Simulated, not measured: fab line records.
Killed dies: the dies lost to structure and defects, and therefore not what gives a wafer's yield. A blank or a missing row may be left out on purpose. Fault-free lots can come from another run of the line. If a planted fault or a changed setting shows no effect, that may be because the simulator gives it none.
Split-lot experiment	flow n5 finfet	21 wafers read across 7 lots, on a route 1938 steps long

== ON THE SPLIT ==
At N5_BEOL_M5_TRENCH_ETCH_37 (etches SiCOH lowk in C4F6/O2, target depth 71.652 nm, time 24.7 s), the setting bias w was moved away from the recipe's 185 W on 5 of the 21 wafers read, by -15.3% to +14.1%. This setting was run at the recipe's value on the other wafers.

The reading is taken at the split's own step.

== THE READING ==
rf vpp V, in V, at N5_BEOL_M5_TRENCH_ETCH_37 (etches SiCOH lowk in C4F6/O2, target depth 71.652 nm, time 24.7 s). Typical for fault-free wafers on this fab line: 660 V, with standard deviation 15 V.

wafer	tool, chamber at the split	bias w as run, W	against the recipe	rf vpp V, V	against lot-mates on the recipe
L079.3	rie diel-01, 3	197.7	+6.9%	711	+37
L079.5	rie diel-01, 0	185	recipe	689	-
L079.6	rie diel-01, 1	185	recipe	659	-
L086.2	rie diel-06, 2	185	recipe	653	-
L086.3	rie diel-06, 3	185	recipe	673	-
L086.6	rie diel-06, 1	185	recipe	658	-
L088.2	rie diel-01, 3	185	recipe	675	-
L088.4	rie diel-01, 2	185	recipe	658	-
L088.6	rie diel-01, 0	185	recipe	688	-
L091.1	rie diel-02, 2	185	recipe	647	-
L091.4	rie diel-02, 1	185	recipe	639	-
L091.6	rie diel-02, 2	211	+14.1%	715	+72
L092.1	rie diel-02, 3	205.2	+10.9%	703	+57
L092.3	rie diel-02, 2	185	recipe	646	-
L092.6	rie diel-02, 3	205.2	+10.9%	702	+56
L095.2	rie diel-01, 3	185	recipe	674	-
L095.4	rie diel-01, 0	185	recipe	686	-
L095.5	rie diel-01, 0	156.7	-15.3%	602	-78
L097.3	rie diel-02, 1	185	recipe	639	-
L097.4	rie diel-02, 2	185	recipe	644	-
L097.5	rie diel-02, 3	185	recipe	649	-

THE FIT
A straight line over all 21 wafers: rf vpp V changes by +4.03 V for each +1% of bias w; r = +0.83; the points scatter about the line by 16 V.
The same after taking each lot's own level away (the mean of its wafers on the recipe; 21 wafers): +5.14 V for each +1%; r = +0.97; scatter 8.2 V.
Per that fit: largest bias w move, reading shift of 79 V.
The lots' own levels span 643.0 to 680.0 V, that is 2.5 times the standard deviation above.
Hence the slope depends on the lot-to-lot level, as the two fits are not the same.
Check: with one of the wafers moved furthest among these (-15.3%) left out of the fit, the line predicts -79 V for it against its lot-mates. It came out at -78 V against them.
Tool readings at the split's step, against how far the setting was moved: rf vpp V r = +0.83.

== FURTHER SPLITS ON THESE WAFERS ==
Note: prior to the reading, these wafers also went through further splits. Each is held against what the fit with the lots' levels taken away leaves over:
other split on the same wafers	wafers away from the commonest value	r with rf vpp V (lot level and that fit taken away)
N5_BEOL_M3_EXPOSE_08 dose mj	7	-0.01
N5_BEOL_M3_DEP_57 time s	9	+0.07
N5_BEOL_M4_COAT_73 spin rpm	5	-0.08

== FILE'S OWN FIT ==
rf vpp V changes by +5.15 V for each +1% of bias w, r = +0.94.
